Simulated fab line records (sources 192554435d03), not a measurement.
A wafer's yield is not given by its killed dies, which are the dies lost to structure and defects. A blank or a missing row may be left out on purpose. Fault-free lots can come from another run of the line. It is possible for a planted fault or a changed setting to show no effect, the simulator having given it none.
A struck lot beside a sound one | flow n5_finfet | 15 out of 1938 route steps
Sound: the wafers L808.3, L808.4, L808.6. Struck: wafer L811.6 (left out: L811.3, a lot-mate that was not struck); the cause follows at the end.
For every step that has rows: the tool of each side, followed by ch and its chambers, followed by its first start. Under that, the readings that differ: sound wafers | struck wafers | difference of the means | sigmas: that difference in standard deviations of wafers without a fault.
alike: readings whose means differ by less than 2 such deviations, and words and numbers that are the same on both sides. not compared: withheld readings, readings that some wafer has no value for, bounds like >300 that may hide the same value, and numbers for which the record gives no deviation and whose values overlap.
The two part at a step that has a row with sigmas, a row that says differs or no value, or rows on one side only. Numbers that don't overlap but have no deviation are shown without sigmas and don't part them. Lack of a reading on every wafer of one side parts them only where that side has two or more wafers.

N5_SDB_INSPECT_36: inspects for defects (darkfield).
  sound on defect_inspect-01, day 6 00:16; struck on defect_inspect-02, day 6 18:59
  alike: raw_defect_count
N5_DUMMY_REMOVAL_HM_STRIP_01: strips SiNx in CH3F/O2, stops on poly-Si, target depth 4 nm, time 6.8 s.
  sound on rie_diel-04 ch 1,2, day 6 00:18; struck on rie_diel-02 ch 0, day 6 19:11
  reading                     | sound       | struck | difference | sigmas
  drypump_motor_current_A (A) | 5.1 4.7 5.1 | 6.5    | +1.5       | +3
  alike: oes_product_au, rf_vpp_V, showerhead_plenum_p_Torr, throttle_valve_pct
  not compared: rf_hours_counter_h
N5_DUMMY_REMOVAL_STRIP_10: strips in N2/H2, time 40 s.
  sound on rie_diel-04 ch 1,2, day 6 00:20; struck on rie_diel-02 ch 0, day 6 19:13
  reading                     | sound       | struck | difference | sigmas
  drypump_motor_current_A (A) | 5.1 4.7 5.1 | 6.5    | +1.5       | +3
  alike: oes_product_au, rf_vpp_V, showerhead_plenum_p_Torr, throttle_valve_pct
  not compared: rf_hours_counter_h
then, 2 steps without rows for these wafers: N5_DUMMY_REMOVAL_PRECLEAN_07 (cleans in dHF, time 30 s); N5_DUMMY_REMOVAL_DUMMY_REMOVE_02 (chemistry TMAH, target poly-Si, stops on SiO2, target depth 142 nm, time 57 s, rinse time 30 s).
N5_DUMMY_REMOVAL_INSPECT_06: inspects for defects (brightfield).
  sound on defect_inspect-01, day 6 00:30; struck on defect_inspect-02, day 6 19:23
  alike: raw_defect_count
then, 4 steps without rows for these wafers: N5_DUMMY_REMOVAL_PRECLEAN_08 (cleans in NF3:NH3, afs cycles 2, time 20 s, sublimation time 60 s); N5_DUMMY_REMOVAL_PRECLEAN_04 (cleans in DHF, time 37 s); N5_DUMMY_REMOVAL_SRD_05 (time 30 s); N5_HKMG_FIN_IL_REGROW_00 (material SiO2, chemistry O3, target thk 0.75 nm, time 30 s).
N5_HKMG_FIN_HK_ALD_01: deposits HfO2, target thk 1.6 nm, pulse time 3 s, purge time 3 s.
  sound on ald_hk-01 ch 0,2, day 6 00:56; struck on ald_hk-01 ch 1, day 6 19:44
  alike: precursor_pulse_height_rel
  not compared: co_reactant_pulse_time_s
N5_HKMG_FIN_HK_ANNEAL_02: time 30 s.
  sound on rtp_anneal-01 ch 0, day 6 01:11; struck on rtp_anneal-02 ch 0, day 6 19:59
  alike: lamp_power_pct, wafer_temp_C_max
N5_HKMG_FIN_ALD_74: deposits La2O3, target thk 0.5 nm, pulse time 6 s, co reactant pulse time 1 s.
  sound on ald_hk-02 ch 0,2,3, day 6 01:20; struck on ald_hk-02 ch 2, day 6 20:08
  reading                      | sound             | struck  | difference | sigmas
  co_reactant_pulse_time_s (s) | 1 1 1             | 0.86426 | -0.13574   |
  precursor_pulse_height_rel   | 1.020 1.002 1.020 | 0.968   | -0.046     | -3
  alike: heater_power_w
N5_HKMG_FIN_ALD_75: deposits Al2O3, target thk 1 nm, co reactant pulse time 1 s.
  sound on ald_hk-02 ch 0,2,3, day 6 01:25; struck on ald_hk-02 ch 2, day 6 20:18
  alike: heater_power_w, precursor_pulse_height_rel
-- the record jumps here: 4 days lie between the struck wafers' starts before and after (it left off in module HKMG_FIN and takes up again in module BEOL_M4, whose first step shown is number 1111 of the route) --
N5_BEOL_M4_RC_MEAS_101:
  sound on prober-01 ch 0, day 9 12:32; struck on prober-01 ch 0, day 10 15:51
  alike: DIBL_N, DIBL_P, IOFF_N, IOFF_P, ION_N, ION_P, SS_N, SS_P, VT_N, VT_P

== WHERE THEY PART ==
Earliest at N5_DUMMY_REMOVAL_HM_STRIP_01; latest, in this record, at N5_HKMG_FIN_ALD_74. Later steps at which nothing parts them and some readings are alike: N5_HKMG_FIN_ALD_75, N5_BEOL_M4_RC_MEAS_101.

WHY: what the simulator had put in
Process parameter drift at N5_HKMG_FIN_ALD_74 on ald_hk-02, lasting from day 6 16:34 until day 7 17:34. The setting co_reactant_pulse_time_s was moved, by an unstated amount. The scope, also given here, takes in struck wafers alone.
